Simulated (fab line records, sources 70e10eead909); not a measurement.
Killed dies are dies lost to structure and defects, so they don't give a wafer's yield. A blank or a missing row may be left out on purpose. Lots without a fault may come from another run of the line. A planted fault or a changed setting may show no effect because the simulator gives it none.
Chamber matching | flow nand_harc | NHARC_P_ZERO_WELL_DESCUM_26 on rie_diel-04: 4 sister chambers
The step chemistry O2, time 3 s. 4 wafers are shown with their chamber, then 7 later ones without.

WAFERS WITH THEIR CHAMBER
wafer  | chamber | drypump_motor_current_A (A)
L796.2 | 3       | 5.2
L796.5 | 1       | 5.2
L797.2 | 0       | 5.3
L797.3 | 2       | 6.4

WAFERS WITHOUT THEIR CHAMBER
wafer  | drypump_motor_current_A (A)
L797.5 | 5.3
L802.1 | 6.5
L802.2 | 5.2
L802.5 | 5.2
L809.2 | 6.5
L809.4 | 5.2
L809.6 | 5.2

WHICH CHAMBER EACH WENT THROUGH
wafer  | from the rows above          | in truth
L797.5 | can't be placed: 0 or 1 or 3 | 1
L802.1 | 2                            | 2
L802.2 | can't be placed: 1 or 3 or 0 | 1
L802.5 | can't be placed: 1 or 3 or 0 | 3
L809.2 | 2                            | 2
L809.4 | can't be placed: 1 or 3 or 0 | 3
L809.6 | can't be placed: 1 or 3 or 0 | 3
Placed correctly: 2 of 7. Can't be placed from these rows: 5 (the true chamber is among the candidates in 5). Placed wrongly: 0.
How it was worked out, from the rows above alone: a wafer's distance from a chamber is the root of the sum, over the readings, of the square of ((its reading less the chamber's mean) divided by the reading's scatter). The wafer belongs to the nearest chamber; if the next one is less than 2 further off, it can't be placed. A chamber's mean is the mean of its shown wafers. The scatter: with one shown wafer a chamber, the root of the mean of the squares of how far each hidden wafer lies from its nearest shown one.
